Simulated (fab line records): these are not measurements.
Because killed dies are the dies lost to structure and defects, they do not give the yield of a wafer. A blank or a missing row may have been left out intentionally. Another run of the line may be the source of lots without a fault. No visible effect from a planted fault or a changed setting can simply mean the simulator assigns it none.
Matching of chambers / flow nand-harc / NHARC_HYBRID_BOND_ACTIVATE_00 on rie-diel-07: 4 sister chambers
The step chemistry N2, time 60 s. 51 wafers are shown with their chamber, then 12 later ones without.

WAFERS PAIRED WITH THEIR CHAMBERS
wafer=L075.1; chamber=2; drypump-motor-current-A (A)=6.3; showerhead-plenum-p-Torr (Torr)=1.69; oes-product-au (a.u.)=0.989
wafer=L075.2; chamber=0; drypump-motor-current-A (A)=5.7; showerhead-plenum-p-Torr (Torr)=1.65; oes-product-au (a.u.)=0.985
wafer=L075.5; chamber=1; drypump-motor-current-A (A)=5.6; showerhead-plenum-p-Torr (Torr)=1.63; oes-product-au (a.u.)=1.000
wafer=L074.1; chamber=0; drypump-motor-current-A (A)=5.7; showerhead-plenum-p-Torr (Torr)=1.65; oes-product-au (a.u.)=0.982
wafer=L074.4; chamber=1; drypump-motor-current-A (A)=5.6; showerhead-plenum-p-Torr (Torr)=1.63; oes-product-au (a.u.)=0.986
wafer=L074.6; chamber=3; drypump-motor-current-A (A)=5.4; showerhead-plenum-p-Torr (Torr)=1.77; oes-product-au (a.u.)=0.974
wafer=L077.2; chamber=3; drypump-motor-current-A (A)=5.4; showerhead-plenum-p-Torr (Torr)=1.77; oes-product-au (a.u.)=0.994
wafer=L077.3; chamber=2; drypump-motor-current-A (A)=6.3; showerhead-plenum-p-Torr (Torr)=1.69; oes-product-au (a.u.)=0.993
wafer=L077.6; chamber=0; drypump-motor-current-A (A)=5.6; showerhead-plenum-p-Torr (Torr)=1.65; oes-product-au (a.u.)=0.999
wafer=L076.2; chamber=0; drypump-motor-current-A (A)=5.6; showerhead-plenum-p-Torr (Torr)=1.65; oes-product-au (a.u.)=0.999
wafer=L076.5; chamber=3; drypump-motor-current-A (A)=5.4; showerhead-plenum-p-Torr (Torr)=1.77; oes-product-au (a.u.)=0.980
wafer=L076.6; chamber=0; drypump-motor-current-A (A)=5.6; showerhead-plenum-p-Torr (Torr)=1.65; oes-product-au (a.u.)=0.988
wafer=L079.1; chamber=3; drypump-motor-current-A (A)=5.4; showerhead-plenum-p-Torr (Torr)=1.77; oes-product-au (a.u.)=0.979
wafer=L079.2; chamber=1; drypump-motor-current-A (A)=5.6; showerhead-plenum-p-Torr (Torr)=1.63; oes-product-au (a.u.)=1.000
wafer=L079.6; chamber=0; drypump-motor-current-A (A)=5.7; showerhead-plenum-p-Torr (Torr)=1.65; oes-product-au (a.u.)=0.996
wafer=L078.1; chamber=2; drypump-motor-current-A (A)=6.3; showerhead-plenum-p-Torr (Torr)=1.69; oes-product-au (a.u.)=0.992
wafer=L078.3; chamber=0; drypump-motor-current-A (A)=5.6; showerhead-plenum-p-Torr (Torr)=1.65; oes-product-au (a.u.)=1.000
wafer=L078.6; chamber=2; drypump-motor-current-A (A)=6.3; showerhead-plenum-p-Torr (Torr)=1.69; oes-product-au (a.u.)=1.004
wafer=L082.3; chamber=3; drypump-motor-current-A (A)=5.4; showerhead-plenum-p-Torr (Torr)=1.77; oes-product-au (a.u.)=0.983
wafer=L082.5; chamber=3; drypump-motor-current-A (A)=5.4; showerhead-plenum-p-Torr (Torr)=1.77; oes-product-au (a.u.)=0.979
wafer=L082.6; chamber=0; drypump-motor-current-A (A)=5.7; showerhead-plenum-p-Torr (Torr)=1.64; oes-product-au (a.u.)=1.004
wafer=L083.1; chamber=1; drypump-motor-current-A (A)=5.6; showerhead-plenum-p-Torr (Torr)=1.63; oes-product-au (a.u.)=0.998
wafer=L083.2; chamber=2; drypump-motor-current-A (A)=6.3; showerhead-plenum-p-Torr (Torr)=1.69; oes-product-au (a.u.)=0.995
wafer=L083.4; chamber=0; drypump-motor-current-A (A)=5.7; showerhead-plenum-p-Torr (Torr)=1.64; oes-product-au (a.u.)=1.007
wafer=L084.1; chamber=0; drypump-motor-current-A (A)=5.7; showerhead-plenum-p-Torr (Torr)=1.64; oes-product-au (a.u.)=0.995
wafer=L084.3; chamber=1; drypump-motor-current-A (A)=5.6; showerhead-plenum-p-Torr (Torr)=1.63; oes-product-au (a.u.)=0.997
wafer=L084.5; chamber=2; drypump-motor-current-A (A)=6.3; showerhead-plenum-p-Torr (Torr)=1.69; oes-product-au (a.u.)=0.998
wafer=L086.1; chamber=2; drypump-motor-current-A (A)=6.3; showerhead-plenum-p-Torr (Torr)=1.69; oes-product-au (a.u.)=0.995
wafer=L086.2; chamber=0; drypump-motor-current-A (A)=5.7; showerhead-plenum-p-Torr (Torr)=1.64; oes-product-au (a.u.)=1.001
wafer=L086.6; chamber=0; drypump-motor-current-A (A)=5.7; showerhead-plenum-p-Torr (Torr)=1.64; oes-product-au (a.u.)=0.999
wafer=L085.1; chamber=0; drypump-motor-current-A (A)=5.7; showerhead-plenum-p-Torr (Torr)=1.64; oes-product-au (a.u.)=1.010
wafer=L085.2; chamber=1; drypump-motor-current-A (A)=5.6; showerhead-plenum-p-Torr (Torr)=1.63; oes-product-au (a.u.)=1.010
wafer=L085.3; chamber=3; drypump-motor-current-A (A)=5.4; showerhead-plenum-p-Torr (Torr)=1.77; oes-product-au (a.u.)=0.990
wafer=L080.2; chamber=3; drypump-motor-current-A (A)=5.4; showerhead-plenum-p-Torr (Torr)=1.76; oes-product-au (a.u.)=0.974
wafer=L080.3; chamber=0; drypump-motor-current-A (A)=5.7; showerhead-plenum-p-Torr (Torr)=1.64; oes-product-au (a.u.)=1.008
wafer=L080.4; chamber=2; drypump-motor-current-A (A)=6.3; showerhead-plenum-p-Torr (Torr)=1.69; oes-product-au (a.u.)=0.996
wafer=L088.3; chamber=0; drypump-motor-current-A (A)=5.7; showerhead-plenum-p-Torr (Torr)=1.64; oes-product-au (a.u.)=1.015
wafer=L088.4; chamber=3; drypump-motor-current-A (A)=5.4; showerhead-plenum-p-Torr (Torr)=1.76; oes-product-au (a.u.)=0.969
wafer=L088.6; chamber=0; drypump-motor-current-A (A)=5.7; showerhead-plenum-p-Torr (Torr)=1.64; oes-product-au (a.u.)=1.007
wafer=L089.2; chamber=0; drypump-motor-current-A (A)=5.6; showerhead-plenum-p-Torr (Torr)=1.64; oes-product-au (a.u.)=1.015
wafer=L089.3; chamber=2; drypump-motor-current-A (A)=6.3; showerhead-plenum-p-Torr (Torr)=1.69; oes-product-au (a.u.)=0.993
wafer=L089.4; chamber=3; drypump-motor-current-A (A)=5.4; showerhead-plenum-p-Torr (Torr)=1.77; oes-product-au (a.u.)=0.972
wafer=L090.2; chamber=2; drypump-motor-current-A (A)=6.4; showerhead-plenum-p-Torr (Torr)=1.69; oes-product-au (a.u.)=0.994
wafer=L090.5; chamber=0; drypump-motor-current-A (A)=5.7; showerhead-plenum-p-Torr (Torr)=1.64; oes-product-au (a.u.)=0.989
wafer=L090.6; chamber=1; drypump-motor-current-A (A)=5.6; showerhead-plenum-p-Torr (Torr)=1.63; oes-product-au (a.u.)=0.988
wafer=L092.4; chamber=1; drypump-motor-current-A (A)=5.6; showerhead-plenum-p-Torr (Torr)=1.62; oes-product-au (a.u.)=0.987
wafer=L092.5; chamber=2; drypump-motor-current-A (A)=6.3; showerhead-plenum-p-Torr (Torr)=1.69; oes-product-au (a.u.)=0.994
wafer=L092.6; chamber=3; drypump-motor-current-A (A)=5.4; showerhead-plenum-p-Torr (Torr)=1.76; oes-product-au (a.u.)=0.980
wafer=L093.2; chamber=0; drypump-motor-current-A (A)=5.7; showerhead-plenum-p-Torr (Torr)=1.64; oes-product-au (a.u.)=1.001
wafer=L093.4; chamber=3; drypump-motor-current-A (A)=5.4; showerhead-plenum-p-Torr (Torr)=1.76; oes-product-au (a.u.)=0.977
wafer=L093.6; chamber=0; drypump-motor-current-A (A)=5.7; showerhead-plenum-p-Torr (Torr)=1.64; oes-product-au (a.u.)=1.007

SIGNATURES (averages over the wafers above)
reading=drypump-motor-current-A; chamber 0=5.675; chamber 1=5.600; chamber 2=6.309; chamber 3=5.400; scatter within a chamber=0.0315
reading=showerhead-plenum-p-Torr; chamber 0=1.6435; chamber 1=1.6287; chamber 2=1.6900; chamber 3=1.7667; scatter within a chamber=0.00415
reading=oes-product-au; chamber 0=1.00035; chamber 1=0.99575; chamber 2=0.99482; chamber 3=0.97925; scatter within a chamber=0.00775
Rule: for a wafer and a chamber, the distance is found by dividing, reading by reading, the gap between the wafer's reading and the chamber's mean by the reading's scatter, squaring, summing and taking the root. If the next closest chamber is less than 2 further off than the closest, the wafer can't be placed; otherwise it belongs to the closest. How the scatter is found: for the shown wafers, subtract from each reading the mean of its chamber, square and add these, divide the total by (wafers less chambers), then take the root.

WAFERS WITH NO CHAMBER GIVEN
wafer=L094.2; drypump-motor-current-A (A)=5.7; showerhead-plenum-p-Torr (Torr)=1.64; oes-product-au (a.u.)=1.006
wafer=L094.4; drypump-motor-current-A (A)=6.3; showerhead-plenum-p-Torr (Torr)=1.69; oes-product-au (a.u.)=1.003
wafer=L094.5; drypump-motor-current-A (A)=5.4; showerhead-plenum-p-Torr (Torr)=1.76; oes-product-au (a.u.)=0.980
wafer=L095.1; drypump-motor-current-A (A)=5.7; showerhead-plenum-p-Torr (Torr)=1.64; oes-product-au (a.u.)=1.011
wafer=L095.2; drypump-motor-current-A (A)=5.4; showerhead-plenum-p-Torr (Torr)=1.76; oes-product-au (a.u.)=0.977
wafer=L095.5; drypump-motor-current-A (A)=5.7; showerhead-plenum-p-Torr (Torr)=1.64; oes-product-au (a.u.)=1.013
wafer=L097.1; drypump-motor-current-A (A)=5.4; showerhead-plenum-p-Torr (Torr)=1.76; oes-product-au (a.u.)=0.985
wafer=L097.2; drypump-motor-current-A (A)=5.6; showerhead-plenum-p-Torr (Torr)=1.62; oes-product-au (a.u.)=0.994
wafer=L097.3; drypump-motor-current-A (A)=5.6; showerhead-plenum-p-Torr (Torr)=1.64; oes-product-au (a.u.)=1.009
wafer=L096.3; drypump-motor-current-A (A)=5.7; showerhead-plenum-p-Torr (Torr)=1.64; oes-product-au (a.u.)=1.005
wafer=L096.5; drypump-motor-current-A (A)=5.4; showerhead-plenum-p-Torr (Torr)=1.76; oes-product-au (a.u.)=0.982
wafer=L096.6; drypump-motor-current-A (A)=5.6; showerhead-plenum-p-Torr (Torr)=1.64; oes-product-au (a.u.)=1.007

THE CHAMBER EACH PASSED THROUGH
wafer=L094.2; from the rows above=0; in truth=0
wafer=L094.4; from the rows above=2; in truth=2
wafer=L094.5; from the rows above=3; in truth=3
wafer=L095.1; from the rows above=0; in truth=0
wafer=L095.2; from the rows above=3; in truth=3
wafer=L095.5; from the rows above=0; in truth=0
wafer=L097.1; from the rows above=3; in truth=3
wafer=L097.2; from the rows above=1; in truth=1
wafer=L097.3; from the rows above=can't be placed: 0 or 1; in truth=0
wafer=L096.3; from the rows above=0; in truth=0
wafer=L096.5; from the rows above=3; in truth=3
wafer=L096.6; from the rows above=can't be placed: 0 or 1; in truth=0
Correctly placed: 10 of 12. These rows do not allow placing 2 (true chamber among the candidates in 2). Wrongly placed: 0.
